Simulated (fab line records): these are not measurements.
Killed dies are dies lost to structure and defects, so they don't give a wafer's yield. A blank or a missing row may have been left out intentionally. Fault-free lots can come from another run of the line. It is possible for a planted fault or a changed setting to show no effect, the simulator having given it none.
The tool behind it: which one? -- flow n5_finfet -- Sampling: 10 lots, 28 wafers, 3 of 1938 route steps

## WHAT EACH GAUGE READ, for each wafer
N5_STI_FIN_REVEAL_FIN_H_MEAS_10.
lot,measured,on,trench_depth_nm (nm)
L220,day 3 01:54,ocd-01,51.6 52.1 52.4
L221,day 3 15:32,ocd-01,52.0 51.0 50.9
L224,day 4 03:21,ocd-01,52.4 51.8 51.8
L225,day 4 08:20,ocd-02,57.1 51.9
L226,day 4 14:15,ocd-02,57.4 57.5 52.3
L230,day 5 14:35,ocd-01,58.6 53.0
L234,day 6 14:58,ocd-01,51.9 51.5 50.9
L239,day 7 19:23,ocd-01,50.2 51.3 51.9
L240,day 8 01:32,ocd-02,51.2 52.8 51.5
L241,day 8 06:10,ocd-01,51.5 51.8 51.8

## WHAT TOOL EACH LOT RAN ON (gives the tool, then ch and the chambers of the sampled wafers, and finally the start)
lot,N5_STI_FIN_REVEAL_RECESS_09,N5_STI_FIN_REVEAL_ETCH_34
L220,"vapor_etch-01 ch 0,1, day 2 23:12","rie_si-06 ch 1,3, day 3 01:17"
L221,"vapor_etch-02 ch 0,1, day 3 12:50","rie_si-01 ch 1,2,3, day 3 14:55"
L224,"vapor_etch-01 ch 0,1, day 4 00:39","rie_si-06 ch 0,2,3, day 4 02:44"
L225,"vapor_etch-01 ch 0,1, day 4 06:10","rie_si-01 ch 0,2, day 4 07:44"
L226,"vapor_etch-01 ch 0,1, day 4 11:32","rie_si-06 ch 0,2, day 4 13:38"
L230,"vapor_etch-01 ch 0,1, day 5 11:52","rie_si-06 ch 1,3, day 5 13:59"
L234,"vapor_etch-02 ch 0,1, day 6 12:16","rie_si-04 ch 0,2,3, day 6 14:22"
L239,"vapor_etch-02 ch 0,1, day 7 16:41","rie_si-01 ch 0,1,3, day 7 18:46"
L240,"vapor_etch-01 ch 1, day 7 22:50","rie_si-01 ch 0,2, day 8 00:55"
L241,"vapor_etch-01 ch 0, day 8 03:26","rie_si-04 ch 0,1,2, day 8 05:33"
- N5_STI_FIN_REVEAL_RECESS_09: chemistry HF/NH3, target SiO2, afs cycles 11, target depth 42.5 nm, sublimation time 60 s.
- N5_STI_FIN_REVEAL_ETCH_34: etches Si in H2, material Si, target depth 0.97 nm.

## THE ANSWER, worked out from the rows above alone
Rule: the lots themselves supply what counts as usual. Put in order of their means at a reading, lots are off if they are a third of the lots or fewer, leave a main group of 4 or more, and stand apart from it by a gap of 3 or more times the standard deviation of the main group's means; of several such gaps the widest counts. A main group whose means are all the same, to the digits that the tables above print for the reading, isn't used. A lot without any number at a reading at which 4 lots or more have one is off too. Any other lot the step has rows for is counted as sound.
Off: L225, L226, L230 (N5_STI_FIN_REVEAL_FIN_H_MEAS_10, trench_depth_nm). The main group: mean 51.6 nm, standard deviation 0.33.
If a tool, at a process step before that reading, ran all the lots that are off and no sound lot after the first of them, it fits. Gauges at N5_STI_FIN_REVEAL_FIN_H_MEAS_10: tried the same way as those tools. Not one of the candidates tried fits.

## WHAT THE SIMULATOR HAD PUT IN
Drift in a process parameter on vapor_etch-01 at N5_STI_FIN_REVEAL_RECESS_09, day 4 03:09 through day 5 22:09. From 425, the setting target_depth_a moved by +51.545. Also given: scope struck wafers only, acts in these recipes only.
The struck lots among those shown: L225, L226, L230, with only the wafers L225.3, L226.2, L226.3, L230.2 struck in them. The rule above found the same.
